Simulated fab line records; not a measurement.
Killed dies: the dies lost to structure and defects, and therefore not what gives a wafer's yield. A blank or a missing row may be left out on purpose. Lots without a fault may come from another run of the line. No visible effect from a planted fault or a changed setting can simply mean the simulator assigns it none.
Problem report in the 8D (eight disciplines) form, filled by code :: flow nand_harc :: the parts of the form that need people (team, actions taken, sign-off) are left out

== 1. PROBLEM STATEMENT ==
cd_nm at NHARC_P_STI_CD_MEAS_09 reads a mean of 155.7 nm on 4 wafers of 2 lots; wafers without a fault read 200.7 nm with a standard deviation of 2.1. That puts it -21 standard deviations away from the usual mean.
The step: target cd 200 nm.
First seen on wafer L798.1, day 11 22:47, on cd_sem-02. The record holds 42 wafers of 14 lots with a number at this step. Rule for "out", or "out of limits": more than 4 standard deviations from the usual mean. All remaining wafers that have a number are taken as sound.

== 2. WHAT IT IS AND WHAT IT IS NOT ==
question: which readings at this step
is: cd_nm
is not: -

question: which lots
is: L798, L799
is not: L776, L777, L778, L779, L781, L783, L784, L785, L786, L788, L789, L796

question: which wafers of those lots
is: L798.1, L798.2, L799.1, L799.4
is not: L798.5, L799.3

question: read on which gauges
is: cd_sem-02
is not: cd_sem-01, cd_sem-03

question: when
is: from day 11 22:47
is not: up to then (37 sound wafers); but 1 sound wafer of L799 came after

== 3. WHAT RULES OUT EACH SUSPECT ==
Counting: if a tool at a process step up to the reading ran every lot that is out, it stays a suspect. Sound lots after the first of them don't rule it out here, since some wafers of a struck lot are sound.
- ruled out: the gauge at NHARC_P_STI_CD_MEAS_09. All the wafers that are out were read on cd_sem-02, but those of them that NHARC_P_STI_OCD_MEAS_17 has rows for are out there too, on other tools.
- krf_scanner-01 at NHARC_P_STI_EXPOSE_06 (exposes mask P STI, target cd 200 nm): kept. It processed each lot that is out (first: L798, day 11 22:38); up to then, its last sound lot is L788 (day 7 20:10).
The count leaves krf_scanner-01 at NHARC_P_STI_EXPOSE_06.

== 4. THE CAUSE (what the simulator had put in) ==
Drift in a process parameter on krf_scanner-01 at NHARC_P_STI_EXPOSE_06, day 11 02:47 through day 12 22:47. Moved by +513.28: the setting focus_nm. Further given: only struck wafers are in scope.
Only this tool survived the counting.

== 5. SEQUENCE OF EFFECTS, ordered by route ==
One row per reading whose mean, taken over the struck wafers that have a number, lies over 3 standard deviations from the usual. Scope: only readings with a usual standard deviation given in the record; hours: median across lots of the time from each lot's start at the first step in this table that gives one to its start at this step; sigmas: change in usual standard deviations.
hours: 0
step: NHARC_P_STI_CD_MEAS_09
reading: cd_nm
usual: 200.7 nm
on struck wafers: 155.7
change: -45.0
sigmas: -21

hours: 1
step: NHARC_P_STI_CD_MEAS_16
reading: cd_nm
usual: 200.2 nm
on struck wafers: 154.2
change: -46.0
sigmas: -20

hours: 1
step: NHARC_P_STI_OCD_MEAS_17
reading: trench_foot_cd_nm
usual: 158.7 nm
on struck wafers: 113.0
change: -45.6
sigmas: -22

== 6. WHAT WOULD HAVE CAUGHT IT SOONER ==
20 hours passed between the start of the fault at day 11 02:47 and the first reading out of limits at a measuring or inspecting step in this record, taken at day 11 22:47.
An alarm limit of 4 standard deviations would not have fired on the tool readings at NHARC_P_STI_EXPOSE_06 for which the record gives a usual standard deviation, since none of them was out on any struck wafer.
L799, from the lots that are out (2), started NHARC_P_STI_EXPOSE_06 on krf_scanner-01 later than day 11 22:47. Holding the tool at that time would have saved it.
